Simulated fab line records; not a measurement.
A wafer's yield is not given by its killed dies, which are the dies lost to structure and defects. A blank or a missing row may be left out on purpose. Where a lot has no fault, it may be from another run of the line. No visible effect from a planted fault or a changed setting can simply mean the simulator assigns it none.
The tool behind it: which one? / flow n5-finfet / 11 lots (32 wafers sampled), 1 step of a 1938-step route

WHAT EACH GAUGE READ, for each wafer
N5_BEOL_M6_OVL_MEAS_29. Usual: V5_OVL typically reads 0.4 nm, with standard deviation 0.7.
lot=L405; measured=day 8 13:58; on=overlay-01; V5_OVL (nm)=-0.7 -0.8 -1.3; flag=
lot=L406; measured=day 9 02:11; on=overlay-01; V5_OVL (nm)=0.1 1.2 1.6; flag=
lot=L410; measured=day 10 02:39; on=overlay-02; V5_OVL (nm)=0.8 -0.6 0.2; flag=
lot=L414; measured=day 10 19:00; on=overlay-02; V5_OVL (nm)=1.0 1.4 1.5; flag=
lot=L421; measured=day 13 02:24; on=overlay-01; V5_OVL (nm)=0.6 0.8 0.1; flag=
lot=L422; measured=day 13 04:01; on=overlay-01; V5_OVL (nm)=0.1 -0.2 0.1; flag=
lot=L423; measured=day 13 10:32; on=overlay-02; V5_OVL (nm)=0.3 0.9 0.7; flag=
lot=L425; measured=day 14 16:39; on=overlay-01; V5_OVL (nm)=0.3 0.5 0.9; flag=
lot=L427; measured=day 14 16:49; on=overlay-01; V5_OVL (nm)=0.0 0.7 0.5; flag=
lot=L426; measured=day 15 03:26; on=overlay-01; V5_OVL (nm)=0.3 0.6; flag=
lot=L428; measured=day 15 15:23; on=overlay-02; V5_OVL (nm)=0.3 -0.3 -0.1; flag=

TOOL THAT RAN EACH LOT (tool first, then ch and the chambers of the sampled wafers, then the start)
There is no process step in the record ahead of these readings.

AS READ BY THE TOOLS THEMSELVES (means over the sampled wafers that have a number; for cases with no such wafer, the mark the record gives instead)
The record holds no such reading with a usual standard deviation.

THE ANSWER, worked out from the rows above alone
Rule: a lot counts as off when the mean over its wafers that have a number is more than 3 standard deviations away from the usual mean. Also off: a lot with no number at a reading for which 4 or more lots have one. Where the step has rows for the other lots, those lots are counted as sound. First the gauges in route order, then the tools' own readings, where a lot's mean is used as printed above. The first step at which some lot is off is used, and at that step the reading that is off furthest; a lot without a number counts as furthest.
Nothing can be told from this: no lot is off at any reading shown.

WHAT THE SIMULATOR PUT IN
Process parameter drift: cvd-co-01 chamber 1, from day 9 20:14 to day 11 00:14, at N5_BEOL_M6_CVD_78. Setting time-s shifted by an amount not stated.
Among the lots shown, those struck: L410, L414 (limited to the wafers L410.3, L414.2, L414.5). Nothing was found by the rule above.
